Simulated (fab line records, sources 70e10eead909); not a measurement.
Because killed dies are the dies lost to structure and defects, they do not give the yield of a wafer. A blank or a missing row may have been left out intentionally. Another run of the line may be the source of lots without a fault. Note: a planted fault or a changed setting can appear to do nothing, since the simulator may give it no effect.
Matching of chambers	flow nand-harc	NHARC_P_GATE_DESCUM_61 on rie-diel-12: 4 sister chambers
The step chemistry O2, time 3 s. 22 wafers are shown with their chamber, then 11 later ones without.

WAFERS, EACH WITH ITS CHAMBER
wafer	chamber	showerhead-plenum-p-Torr (Torr)	drypump-motor-current-A (A)	oes-product-au (a.u.)
L074.3	2	2.02	5.5	1.005
L074.4	3	1.97	5.9	1.007
L074.6	1	1.82	5.2	1.012
L075.3	2	2.03	5.5	1.001
L075.4	0	1.81	6.0	0.986
L075.5	1	1.82	5.3	1.009
L076.1	3	1.97	5.9	1.009
L076.2	0	1.81	6.0	0.990
L076.4	2	2.02	5.5	0.994
L077.1	3	1.97	5.9	1.007
L077.4	1	1.82	5.2	0.994
L077.6	3	1.97	5.9	1.001
L080.1	3	1.97	5.9	0.994
L080.4	0	1.81	6.0	0.987
L080.5	0	1.81	6.0	0.994
L081.2	0	1.81	6.0	1.003
L081.3	3	1.97	5.9	1.004
L081.6	3	1.97	5.9	1.010
L086.3	3	1.97	5.9	1.001
L086.5	3	1.97	6.0	1.009
L086.6	2	2.02	5.5	0.994
L087.1	3	1.97	5.9	1.001

SIGNATURES (averages over the wafers above)
reading	chamber 0	chamber 1	chamber 2	chamber 3	scatter within a chamber
showerhead-plenum-p-Torr	1.8100	1.8200	2.0225	1.9700	0.00204
drypump-motor-current-A	6.000	5.233	5.500	5.910	0.0295
oes-product-au	0.99200	1.00500	0.99850	1.00430	0.00621
Rule: a wafer's distance from a chamber is the root of the sum, over the readings, of the square of ((its reading less the chamber's mean) divided by the reading's scatter). If the next closest chamber is less than 2 further off than the closest, the wafer can't be placed; otherwise it belongs to the closest. The scatter: the root of (the sum of the squares of (reading less its chamber's mean) over the shown wafers, divided by (wafers less chambers)).

WAFERS WHOSE CHAMBER IS MISSING
wafer	showerhead-plenum-p-Torr (Torr)	drypump-motor-current-A (A)	oes-product-au (a.u.)
L087.2	1.82	5.3	1.000
L087.5	2.02	5.5	1.000
L089.1	2.02	5.5	0.998
L089.3	1.81	5.2	0.988
L089.6	1.81	6.0	0.989
L091.3	1.97	5.9	1.004
L091.5	2.02	5.5	0.999
L091.6	1.97	6.0	1.001
L096.1	2.02	5.5	1.012
L096.2	1.81	5.2	0.998
L096.3	1.81	6.0	1.017

THE CHAMBER EACH PASSED THROUGH
wafer	from the rows above	in truth
L087.2	1	1
L087.5	2	2
L089.1	2	2
L089.3	1	1
L089.6	0	0
L091.3	3	3
L091.5	2	2
L091.6	3	3
L096.1	2	2
L096.2	1	1
L096.3	0	0
Correctly placed: 11 of 11. Number that these rows cannot place: 0. Number placed wrongly: 0.
